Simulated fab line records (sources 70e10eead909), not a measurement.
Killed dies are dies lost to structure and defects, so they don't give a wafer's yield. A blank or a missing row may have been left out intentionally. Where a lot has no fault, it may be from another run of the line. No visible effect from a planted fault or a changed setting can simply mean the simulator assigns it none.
Which tool was responsible?    flow nand harc    Sampling: 11 lots, 33 wafers, 5 of 1159 route steps

== WHAT THE GAUGES SHOWED, per wafer ==
NHARC_A_M0_CD_MEAS_09: the cd target is 80 nm.
lot   measured      on         cd nm (nm)
L909  day 18 03:45  cd sem-02  79.1 79.9 80.2
L906  day 18 04:21  cd sem-01  81.2 80.6 81.2
L910  day 18 04:56  cd sem-03  81.3 80.0 79.8
L911  day 18 08:20  cd sem-01  80.5 80.4 80.7
L912  day 20 04:38  cd sem-02  80.5 80.3 80.1
L922  day 21 05:02  cd sem-01  80.5 80.4 87.9
L925  day 21 22:40  cd sem-02  79.5 79.8 88.5
L923  day 21 23:14  cd sem-02  81.9 81.8 79.8
L927  day 22 15:07  cd sem-02  80.2 80.0 79.6
L926  day 22 16:48  cd sem-02  81.0 80.4 79.8
L929  day 23 08:53  cd sem-01  80.1 80.7 81.1

== TOOL THAT RAN EACH LOT (tool first, then ch and the chambers of the sampled wafers, then the start) ==
lot   NHARC_A_BLC_ETCH_17                            NHARC_A_BLC_PVD_32                       NHARC_A_BLC_CMP_25             NHARC_A_M0_PEB_07
L909  rie diel-10 ch 1,2,3, day 18 02:27 or earlier  pvd sputter-03, day 18 02:27 or earlier  cmp-01 ch 0,1,2, day 18 02:27  litho track-04 ch 0, day 18 03:40
L906  rie diel-10 ch 0,1, day 18 03:08 or earlier    pvd sputter-02, day 18 03:08 or earlier  cmp-02 ch 0,1,3, day 18 03:08  litho track-01 ch 0, day 18 04:16
L910  rie diel-10 ch 0,2, day 18 03:40 or earlier    pvd sputter-01, day 18 03:40 or earlier  cmp-02 ch 2,3, day 18 03:40    litho track-06 ch 0, day 18 04:51
L911  rie diel-05 ch 0,1,2, day 18 07:03 or earlier  pvd sputter-01, day 18 07:03 or earlier  cmp-02 ch 0,2,3, day 18 07:03  litho track-01 ch 0, day 18 08:16
L912  rie diel-07 ch 0,1,2, day 20 03:19 or earlier  pvd sputter-02, day 20 03:19 or earlier  cmp-01 ch 1,2,3, day 20 03:19  litho track-06 ch 0, day 20 04:33
L922  rie diel-07 ch 2,3, day 21 03:47 or earlier    pvd sputter-01, day 21 03:47 or earlier  cmp-03 ch 0,1,3, day 21 03:47  litho track-06 ch 0, day 21 04:58
L925  rie diel-07 ch 1,2,3, day 21 21:29 or earlier  pvd sputter-01, day 21 21:29 or earlier  cmp-02 ch 0,1, day 21 21:29    litho track-06 ch 0, day 21 22:35
L923  rie diel-07 ch 0,1,2, day 21 21:55 or earlier  pvd sputter-02, day 21 21:55 or earlier  cmp-03 ch 0,1,3, day 21 21:55  litho track-04 ch 0, day 21 23:09
L927  rie diel-07 ch 0,3, day 22 13:43 or earlier    pvd sputter-02, day 22 13:43 or earlier  cmp-03 ch 0,2,3, day 22 13:43  litho track-01 ch 0, day 22 15:02
L926  rie diel-05 ch 0,1, day 22 15:29 or earlier    pvd sputter-03, day 22 15:29 or earlier  cmp-02 ch 1,3, day 22 15:29    litho track-04 ch 0, day 22 16:43
L929  rie diel-07 ch 2,3, day 23 07:43 or earlier    pvd sputter-02, day 23 07:43 or earlier  cmp-02 ch 1,2, day 23 07:43    litho track-01 ch 0, day 23 08:48
- NHARC_A_BLC_ETCH_17: etches the open film in N2/H2, target depth 390 nm, time 609.38 s.
- NHARC_A_BLC_PVD_32: deposits Ti, target thk 5 nm, time 17.7 s.
- NHARC_A_BLC_CMP_25: polishes, t overpolish 30 s, target thk 150 nm.
- NHARC_A_M0_PEB_07: peb time 65 s.

== THE ANSWER, worked out from the rows above alone ==
Rule: usual is defined by the lots themselves. The widest of any qualifying gaps counts: lots, ordered by their means at a reading, are off when they make up no more than a third of the lots, leave a main group of 4 or more, and stand apart from it by 3 or more times the standard deviation of that group's means. The tables above print the reading to a certain number of digits; a main group whose means all agree to those digits is not used. A lot without any number at a reading at which 4 lots or more have one is off too. Where the step has rows for the other lots, those lots are counted as sound.
Off: L922, L925 (NHARC_A_M0_CD_MEAS_09, cd nm). The main group has a mean of 80.5 nm with a standard deviation of 0.43.
If a tool, at a process step before that reading, ran all the lots that are off and no sound lot after the first of them, it fits. Gauges at NHARC_A_M0_CD_MEAS_09: tried the same way as those tools. Because NHARC_A_BLC_ETCH_17 lacks a start for some lots, the hours and order of its lots are taken from NHARC_A_BLC_CMP_25. Because NHARC_A_BLC_PVD_32 lacks a start for some lots, the hours and order of its lots are taken from NHARC_A_BLC_CMP_25. Can't be told from this: 2 tools fit, pvd sputter-01 at NHARC_A_BLC_PVD_32, litho track-06 at NHARC_A_M0_PEB_07.

== WHAT WAS PUT IN BY THE SIMULATOR ==
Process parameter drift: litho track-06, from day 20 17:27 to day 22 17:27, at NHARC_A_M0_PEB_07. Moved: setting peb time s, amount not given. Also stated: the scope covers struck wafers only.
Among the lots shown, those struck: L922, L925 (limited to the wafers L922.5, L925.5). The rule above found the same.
